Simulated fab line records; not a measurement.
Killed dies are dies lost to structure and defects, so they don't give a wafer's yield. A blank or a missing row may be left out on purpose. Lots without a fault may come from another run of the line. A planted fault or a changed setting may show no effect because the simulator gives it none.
Check of tool commonality || flow n5-finfet || Lots sampled 10, wafers sampled 30

== REASON IT WAS OPENED ==
At N5_BEOL_M8_INSPECT_58 the reading raw-defect-count is flagged on 2 of 10 lots. No-fault wafers: 69, standard deviation 20.
Rule: a lot is flagged in two cases, either no wafer of it has a number, or all its wafers with numbers fall more than 4 standard deviations from that mean. All remaining lots are regarded as sound.

{"lot": "L756", "measured": "day 10 17:59", "on": "defect-inspect-02", "raw-defect-count, wafer by wafer": "51 60 139", "flag": ""}
{"lot": "L761", "measured": "day 11 21:13", "on": "defect-inspect-02", "raw-defect-count, wafer by wafer": "79 71 37", "flag": ""}
{"lot": "L763", "measured": "day 12 02:24", "on": "defect-inspect-01", "raw-defect-count, wafer by wafer": "30 41 51", "flag": ""}
{"lot": "L760", "measured": "day 12 02:56", "on": "defect-inspect-01", "raw-defect-count, wafer by wafer": "53 82 88", "flag": ""}
{"lot": "L764", "measured": "day 12 09:40", "on": "defect-inspect-01", "raw-defect-count, wafer by wafer": "70 70 59", "flag": ""}
{"lot": "L768", "measured": "day 13 16:58", "on": "defect-inspect-02", "raw-defect-count, wafer by wafer": "979 1001 1045", "flag": "FLAGGED"}
{"lot": "L767", "measured": "day 13 18:09", "on": "defect-inspect-02", "raw-defect-count, wafer by wafer": "1072 1118 999", "flag": "FLAGGED"}
{"lot": "L774", "measured": "day 15 07:02", "on": "defect-inspect-02", "raw-defect-count, wafer by wafer": "47 70 63", "flag": ""}
{"lot": "L775", "measured": "day 16 00:26", "on": "defect-inspect-01", "raw-defect-count, wafer by wafer": "69 63 64", "flag": ""}
{"lot": "L777", "measured": "day 16 00:53", "on": "defect-inspect-02", "raw-defect-count, wafer by wafer": "81 44 55", "flag": ""}
The numbers of the flagged lots are 1036 on average: +967 against the usual, or +48 standard deviations.

== EACH LOT AND THE TOOL IT RAN ON ==
3 process steps preceding the reading are held in the record, out of 1938 steps in the route. In each cell: the tool, then ch and the chambers that the sampled wafers went through, then the start.
{"lot": "L756", "flag": "", "N5_BEOL_M8_STRIP_36": "rie-diel-02 ch 1,3, day 10 13:07", "N5_BEOL_M8_ALD_77": "ald-metal-03 ch 0,1, day 10 14:17", "N5_BEOL_M8_DEP_56": "pecvd-01 ch 0,1, day 10 17:53"}
{"lot": "L761", "flag": "", "N5_BEOL_M8_STRIP_36": "rie-diel-01 ch 1,2,3, day 11 17:31", "N5_BEOL_M8_ALD_77": "ald-metal-02 ch 0,1,3, day 11 18:50", "N5_BEOL_M8_DEP_56": "pecvd-01 ch 1,2, day 11 21:07"}
{"lot": "L763", "flag": "", "N5_BEOL_M8_STRIP_36": "rie-diel-02 ch 0,1,2, day 11 23:31", "N5_BEOL_M8_ALD_77": "ald-metal-02 ch 0,1, day 12 00:20", "N5_BEOL_M8_DEP_56": "pecvd-02 ch 0,2, day 12 02:18"}
{"lot": "L760", "flag": "", "N5_BEOL_M8_STRIP_36": "rie-diel-01 ch 0,2,3, day 11 23:43", "N5_BEOL_M8_ALD_77": "ald-metal-02 ch 1,2, day 12 00:48", "N5_BEOL_M8_DEP_56": "pecvd-01 ch 1,2, day 12 02:50"}
{"lot": "L764", "flag": "", "N5_BEOL_M8_STRIP_36": "rie-diel-06 ch 0,2,3, day 12 05:18", "N5_BEOL_M8_ALD_77": "ald-metal-03 ch 0,2, day 12 06:21", "N5_BEOL_M8_DEP_56": "pecvd-01 ch 0,1,2, day 12 09:35"}
{"lot": "L768", "flag": "FLAGGED", "N5_BEOL_M8_STRIP_36": "rie-diel-06 ch 0,2,3, day 13 14:10", "N5_BEOL_M8_ALD_77": "ald-metal-03 ch 0,3, day 13 14:58", "N5_BEOL_M8_DEP_56": "pecvd-01 ch 0,1,2, day 13 16:53"}
{"lot": "L767", "flag": "FLAGGED", "N5_BEOL_M8_STRIP_36": "rie-diel-02 ch 0,1,2, day 13 14:23", "N5_BEOL_M8_ALD_77": "ald-metal-02 ch 2,3, day 13 15:16", "N5_BEOL_M8_DEP_56": "pecvd-01 ch 1,2, day 13 18:03"}
{"lot": "L774", "flag": "", "N5_BEOL_M8_STRIP_36": "rie-diel-01 ch 1,2,3, day 14 21:37", "N5_BEOL_M8_ALD_77": "ald-metal-02 ch 0,1,2, day 15 05:04", "N5_BEOL_M8_DEP_56": "pecvd-02 ch 0,1, day 15 06:55"}
{"lot": "L775", "flag": "", "N5_BEOL_M8_STRIP_36": "rie-diel-02 ch 0,3, day 15 21:52", "N5_BEOL_M8_ALD_77": "ald-metal-03 ch 0,1,2, day 15 22:53", "N5_BEOL_M8_DEP_56": "pecvd-02 ch 0,2, day 16 00:20"}
{"lot": "L777", "flag": "", "N5_BEOL_M8_STRIP_36": "rie-diel-01 ch 0,2,3, day 15 22:14", "N5_BEOL_M8_ALD_77": "ald-metal-02 ch 0,1,3, day 15 23:08", "N5_BEOL_M8_DEP_56": "pecvd-02 ch 0,2, day 16 00:47"}
What these steps do:
- N5_BEOL_M8_STRIP_36: strips in N2/H2.
- N5_BEOL_M8_ALD_77: deposits TaN, target thk 2 nm, pulse time 2 s, purge time 3 s.
- N5_BEOL_M8_DEP_56: deposits SiCN from 3MS/NH3, target thk 10 nm, time 17.5 s.
- N5_BEOL_M8_INSPECT_58: inspects for defects (darkfield).

== FLAGGED AGAINST TOTAL, ONE TOOL AT A TIME (gauges that did the reading follow at the end) ==
{"step": "N5_BEOL_M8_STRIP_36", "tool": "rie-diel-01", "lots run": 4, "flagged": 0, "share of the flagged lots": "none", "sound lots run after its first flagged lot": "-"}
{"step": "N5_BEOL_M8_STRIP_36", "tool": "rie-diel-02", "lots run": 4, "flagged": 1, "share of the flagged lots": "some", "sound lots run after its first flagged lot": "1 (L775)"}
{"step": "N5_BEOL_M8_STRIP_36", "tool": "rie-diel-06", "lots run": 2, "flagged": 1, "share of the flagged lots": "some", "sound lots run after its first flagged lot": 0}
{"step": "N5_BEOL_M8_ALD_77", "tool": "ald-metal-02", "lots run": 6, "flagged": 1, "share of the flagged lots": "some", "sound lots run after its first flagged lot": "2 (L774,L777)"}
{"step": "N5_BEOL_M8_ALD_77", "tool": "ald-metal-03", "lots run": 4, "flagged": 1, "share of the flagged lots": "some", "sound lots run after its first flagged lot": "1 (L775)"}
{"step": "N5_BEOL_M8_DEP_56", "tool": "pecvd-01", "lots run": 6, "flagged": 2, "share of the flagged lots": "all", "sound lots run after its first flagged lot": 0}
{"step": "N5_BEOL_M8_DEP_56", "tool": "pecvd-02", "lots run": 4, "flagged": 0, "share of the flagged lots": "none", "sound lots run after its first flagged lot": "-"}
{"step": "N5_BEOL_M8_INSPECT_58", "tool": "defect-inspect-01", "lots run": 4, "flagged": 0, "share of the flagged lots": "none", "sound lots run after its first flagged lot": "-"}
{"step": "N5_BEOL_M8_INSPECT_58", "tool": "defect-inspect-02", "lots run": 6, "flagged": 2, "share of the flagged lots": "all", "sound lots run after its first flagged lot": "2 (L774,L777)"}

== THE TABLE: WHAT IT ALLOWS ==
pecvd-01 at N5_BEOL_M8_DEP_56 and defect-inspect-02 at N5_BEOL_M8_INSPECT_58 are the 2 rows of the table that ran each flagged lot.
- pecvd-01 at N5_BEOL_M8_DEP_56: 2 of its 6 lots flagged. It ran its last sound lot, L764, at day 12 09:35 and its first flagged lot, L768, at day 13 16:53: a fault with its onset between the two fits.
- defect-inspect-02 at N5_BEOL_M8_INSPECT_58: 2 of its 6 lots flagged. Sound lots followed the first flagged one (L774, L777) on it, something a lasting fault affecting the whole tool could not allow.
Left over: one tool, pecvd-01 at N5_BEOL_M8_DEP_56.

== WHAT WAS PUT IN BY THE SIMULATOR ==
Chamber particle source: pecvd-01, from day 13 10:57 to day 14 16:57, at N5_BEOL_M8_DEP_56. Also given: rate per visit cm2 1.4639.
Shown lots that were struck: L768, L767. The same result came from the rule above.
